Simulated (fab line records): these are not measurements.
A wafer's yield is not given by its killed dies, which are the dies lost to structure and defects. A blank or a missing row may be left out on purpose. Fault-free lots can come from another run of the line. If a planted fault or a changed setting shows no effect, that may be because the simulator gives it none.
Struck lot and sound lot, side by side	flow nandHarc	41 out of 1159 route steps
Sound: these wafers, L618.2, L618.3, L618.4. Wafers L635.1, L635.4, L635.5 were the ones struck. The cause is named last.
Each step with rows lists, per side, the tool, then ch with its chambers, then its first start. Under that, the readings that differ: sound wafers	struck wafers	difference of the means	sigmas: that difference in standard deviations of wafers without a fault.
alike: a reading whose means differ by less than 2 such deviations, as well as words and numbers matching on both sides. not compared: withheld readings; readings where some wafer has no value; bounds like >300 that might hide an equal value; numbers whose values overlap and for which the record gives no deviation.
Wherever a step has rows on one side only, a row that says differs or no value, or a row with sigmas, the two part there. Numbers that don't overlap but have no deviation are shown without sigmas and don't part them. A reading missing from all wafers of one side parts the sides only when that side holds two or more wafers.

first, 11 steps without rows for these wafers: NHARC_A_CONTACT_ETCH_129 (etches the open film in C4F8/O2/Ar, time 155 s, target depth 956 nm); NHARC_A_CONTACT_ETCH_130 (etches the open film in C4F8/O2/Ar, time 155 s, target depth 956 nm); NHARC_A_CONTACT_ETCH_131 (etches the open film in C4F8/O2/Ar, time 155 s, target depth 956 nm); NHARC_A_CONTACT_ETCH_132 (etches the open film in C4F8/O2/Ar, time 156 s, target depth 958 nm); NHARC_A_CONTACT_ETCH_133 (etches the open film in C4F8/O2/Ar, time 195 s, target depth 840 nm); NHARC_A_CONTACT_ETCH_91 (etches the open film in CH3F/O2, target depth 40 nm, time 85.7 s); NHARC_A_CONTACT_ETCH_97 (etches the open film in C4F6/O2, target depth 20 nm, time 10 s); NHARC_A_CONTACT_STRIP_103 (strips in N2/H2); NHARC_A_CONTACT_STRIP_104 (strips in CF4/CHF3); NHARC_A_CONTACT_STRIP_105 (strips in O2/COS); NHARC_A_CONTACT_ETCH_106 (etches the open film in CF4/O2, target depth 60 nm, overetch 6 nm, time 33 s).
NHARC_A_CONTACT_STRIP_82: strips in O2.
  sound on rieDiel-06 ch 1,2,3, day 17 02:49; struck on rieDiel-06 ch 0,1, day 21 15:55
reading	sound	struck	difference	sigmas
rfVppV (V)	59.4 57.8 57.8	56.9 56.3 56.5	-1.8	-2
  alike: drypumpMotorCurrentA, oesProductAu, showerheadPlenumPTorr, throttleValvePct
  not compared: rfHoursCounterH
then, 26 steps without rows for these wafers: NHARC_A_CONTACT_STRIP_83 (strips in post etch residue remover, time 600 s); NHARC_A_CONTACT_DEP_84 (deposits aC, target thk 2000 nm); NHARC_A_CONTACT_DEP_85 (deposits SiON, target thk 50 nm); NHARC_A_CONTACT_DEHYDRATE_00 (time 120 s); NHARC_A_CONTACT_HMDS_01 (time 30 s); NHARC_A_CONTACT_COAT_86 (time 75 s); NHARC_A_CONTACT_COAT_87 (time 65 s); NHARC_A_CONTACT_COAT_02 (resist thk 90 nm); NHARC_A_CONTACT_SOFTBAKE_03 (time 55 s); NHARC_A_CONTACT_EBR_04; NHARC_A_CONTACT_EXPOSE_05 (exposes mask A CC); NHARC_A_CONTACT_PEB_06 (peb time 65 s); NHARC_A_CONTACT_DEVELOP_07 (develop time 35 s); NHARC_A_CONTACT_DESCUM_13 (chemistry O2, time 3 s); NHARC_A_CONTACT_ETCH_88 (etches the open film in CF4, target depth 39 nm, time 65 s); NHARC_A_CONTACT_ETCH_89 (etches the open film in N2/H2, target depth 260 nm, time 475.3 s); NHARC_A_CONTACT_ETCH_30 (etches the open film in CF4/CHF3, target depth 60.5 nm, time 30.2 s); NHARC_A_CONTACT_ETCH_31 (etches the open film in O2/COS, target depth 2000 nm, time 520 s); NHARC_A_CONTACT_ETCH_134 (etches the open film in C4F8/O2/Ar, time 140 s, target depth 700 nm); NHARC_A_CONTACT_ETCH_135 (etches the open film in C4F8/O2/Ar, time 132 s, target depth 1287 nm); NHARC_A_CONTACT_ETCH_136 (etches the open film in C4F8/O2/Ar, time 132 s, target depth 1287 nm); NHARC_A_CONTACT_ETCH_137 (etches the open film in C4F8/O2/Ar, time 132 s, target depth 1287 nm); NHARC_A_CONTACT_ETCH_138 (etches the open film in C4F8/O2/Ar, time 132 s, target depth 1289 nm); NHARC_A_CONTACT_ETCH_139 (etches the open film in C4F8/O2/Ar, time 137 s, target depth 590 nm); NHARC_A_CONTACT_ETCH_92 (etches the open film in CH3F/O2, target depth 40 nm, time 85.7 s); NHARC_A_CONTACT_ETCH_98 (etches the open film in C4F6/O2, target depth 20 nm, time 10 s).
NHARC_A_M0_DESCUM_14: chemistry O2, time 3 s.
  sound on rieDiel-07 ch 0,1,2, day 17 19:17; struck on rieDiel-11 ch 0,2,3, day 22 06:04
reading	sound	struck	difference	sigmas
model.A_M0.cdNm (nm)	79.79 80.02 80.63	84.44 83.44 83.84	+3.76	
  alike: drypumpMotorCurrentA, oesProductAu, rfVppV, showerheadPlenumPTorr, throttleValvePct
  not compared: rfHoursCounterH
NHARC_A_M0_ETCH_15: etches the open film in C4F8/Ar, target depth 150 nm, overetch 15 nm, time 82.5 s.
  sound on rieDiel-07 ch 0,1,3; struck on rieDiel-11 ch 2,3
reading	sound	struck	difference	sigmas
model.A_M0.cdNm (nm)	79.65 80.19 80.66	84.23 83.51 83.98	+3.74	
  alike: oesProductAu, rfVppV
  not compared: rfHoursCounterH
NHARC_END_SORT_01:
  the record has rows for the struck wafers here (prober-01 ch 0, day 23 23:33) and none for the sound ones

== WHERE THEY PART ==
First at NHARC_A_CONTACT_STRIP_82; last, within this record, at NHARC_END_SORT_01.

WHY: the cause the simulator had injected
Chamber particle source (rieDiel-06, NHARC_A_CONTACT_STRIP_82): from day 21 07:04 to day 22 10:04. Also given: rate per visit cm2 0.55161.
